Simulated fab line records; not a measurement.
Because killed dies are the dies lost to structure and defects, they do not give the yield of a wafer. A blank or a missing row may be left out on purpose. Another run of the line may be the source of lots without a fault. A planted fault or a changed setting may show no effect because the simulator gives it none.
Chamber matching || flow n5_finfet || 4 sister chambers for N5_BEOL_M11_ETCH_62 on rie_diel-02
The step etches SOC in N2/H2, target depth 110 nm, overetch 22 nm, time 165 s. 16 wafers are shown with their chamber, then 8 later ones without.

WAFERS WITH THEIR CHAMBER
{"wafer": "L077.1", "chamber": 1, "showerhead_plenum_p_Torr (Torr)": 2.37, "drypump_motor_current_A (A)": 6.0, "throttle_valve_pct (%)": 17.73}
{"wafer": "L077.4", "chamber": 3, "showerhead_plenum_p_Torr (Torr)": 2.44, "drypump_motor_current_A (A)": 6.2, "throttle_valve_pct (%)": 17.57}
{"wafer": "L077.5", "chamber": 3, "showerhead_plenum_p_Torr (Torr)": 2.44, "drypump_motor_current_A (A)": 6.2, "throttle_valve_pct (%)": 17.58}
{"wafer": "L078.1", "chamber": 1, "showerhead_plenum_p_Torr (Torr)": 2.37, "drypump_motor_current_A (A)": 6.0, "throttle_valve_pct (%)": 17.73}
{"wafer": "L078.2", "chamber": 3, "showerhead_plenum_p_Torr (Torr)": 2.44, "drypump_motor_current_A (A)": 6.2, "throttle_valve_pct (%)": 17.57}
{"wafer": "L078.3", "chamber": 3, "showerhead_plenum_p_Torr (Torr)": 2.44, "drypump_motor_current_A (A)": 6.2, "throttle_valve_pct (%)": 17.56}
{"wafer": "L084.1", "chamber": 3, "showerhead_plenum_p_Torr (Torr)": 2.44, "drypump_motor_current_A (A)": 6.2, "throttle_valve_pct (%)": 17.60}
{"wafer": "L084.2", "chamber": 0, "showerhead_plenum_p_Torr (Torr)": 2.51, "drypump_motor_current_A (A)": 5.2, "throttle_valve_pct (%)": 17.72}
{"wafer": "L084.5", "chamber": 3, "showerhead_plenum_p_Torr (Torr)": 2.44, "drypump_motor_current_A (A)": 6.2, "throttle_valve_pct (%)": 17.59}
{"wafer": "L085.3", "chamber": 0, "showerhead_plenum_p_Torr (Torr)": 2.50, "drypump_motor_current_A (A)": 5.2, "throttle_valve_pct (%)": 17.73}
{"wafer": "L085.4", "chamber": 1, "showerhead_plenum_p_Torr (Torr)": 2.37, "drypump_motor_current_A (A)": 6.0, "throttle_valve_pct (%)": 17.76}
{"wafer": "L085.5", "chamber": 0, "showerhead_plenum_p_Torr (Torr)": 2.51, "drypump_motor_current_A (A)": 5.3, "throttle_valve_pct (%)": 17.71}
{"wafer": "L087.1", "chamber": 2, "showerhead_plenum_p_Torr (Torr)": 2.70, "drypump_motor_current_A (A)": 5.7, "throttle_valve_pct (%)": 17.99}
{"wafer": "L087.4", "chamber": 3, "showerhead_plenum_p_Torr (Torr)": 2.43, "drypump_motor_current_A (A)": 6.2, "throttle_valve_pct (%)": 17.61}
{"wafer": "L087.6", "chamber": 2, "showerhead_plenum_p_Torr (Torr)": 2.70, "drypump_motor_current_A (A)": 5.7, "throttle_valve_pct (%)": 18.02}
{"wafer": "L091.1", "chamber": 2, "showerhead_plenum_p_Torr (Torr)": 2.69, "drypump_motor_current_A (A)": 5.7, "throttle_valve_pct (%)": 18.02}

SIGNATURES, as means of the wafers listed above
{"reading": "showerhead_plenum_p_Torr", "chamber 0": 2.5067, "chamber 1": 2.3700, "chamber 2": 2.6967, "chamber 3": 2.4386, "scatter within a chamber": 0.00427}
{"reading": "drypump_motor_current_A", "chamber 0": 5.233, "chamber 1": 6.000, "chamber 2": 5.700, "chamber 3": 6.200, "scatter within a chamber": 0.0236}
{"reading": "throttle_valve_pct", "chamber 0": 17.7200, "chamber 1": 17.7400, "chamber 2": 18.0100, "chamber 3": 17.5829, "scatter within a chamber": 0.0167}
Rule: distance of a wafer from a chamber = root of the sum over the readings of ((wafer's reading minus chamber's mean) / reading's scatter) squared. The wafer belongs to the nearest chamber; if the next one is less than 2 further off, it can't be placed. The scatter: the root of (the sum of the squares of (reading less its chamber's mean) over the shown wafers, divided by (wafers less chambers)).

WAFERS MISSING THEIR CHAMBER
{"wafer": "L091.3", "showerhead_plenum_p_Torr (Torr)": 2.50, "drypump_motor_current_A (A)": 5.3, "throttle_valve_pct (%)": 17.74}
{"wafer": "L091.6", "showerhead_plenum_p_Torr (Torr)": 2.50, "drypump_motor_current_A (A)": 5.2, "throttle_valve_pct (%)": 17.73}
{"wafer": "L093.2", "showerhead_plenum_p_Torr (Torr)": 2.43, "drypump_motor_current_A (A)": 6.2, "throttle_valve_pct (%)": 17.64}
{"wafer": "L093.3", "showerhead_plenum_p_Torr (Torr)": 2.50, "drypump_motor_current_A (A)": 5.2, "throttle_valve_pct (%)": 17.74}
{"wafer": "L093.5", "showerhead_plenum_p_Torr (Torr)": 2.69, "drypump_motor_current_A (A)": 5.7, "throttle_valve_pct (%)": 18.03}
{"wafer": "L097.1", "showerhead_plenum_p_Torr (Torr)": 2.42, "drypump_motor_current_A (A)": 6.2, "throttle_valve_pct (%)": 17.64}
{"wafer": "L097.2", "showerhead_plenum_p_Torr (Torr)": 2.68, "drypump_motor_current_A (A)": 6.0, "throttle_valve_pct (%)": 17.43}
{"wafer": "L097.3", "showerhead_plenum_p_Torr (Torr)": 2.50, "drypump_motor_current_A (A)": 5.2, "throttle_valve_pct (%)": 17.75}

WHICH CHAMBER EACH ONE RAN IN
{"wafer": "L091.3", "from the rows above": 0, "in truth": 0}
{"wafer": "L091.6", "from the rows above": 0, "in truth": 0}
{"wafer": "L093.2", "from the rows above": 3, "in truth": 3}
{"wafer": "L093.3", "from the rows above": 0, "in truth": 0}
{"wafer": "L093.5", "from the rows above": 2, "in truth": 2}
{"wafer": "L097.1", "from the rows above": 3, "in truth": 3}
{"wafer": "L097.2", "from the rows above": 2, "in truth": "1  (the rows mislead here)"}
{"wafer": "L097.3", "from the rows above": 0, "in truth": 0}
Correct placement for 7 of the 8. Can't be placed from these rows: 0. Placed wrongly: 1.
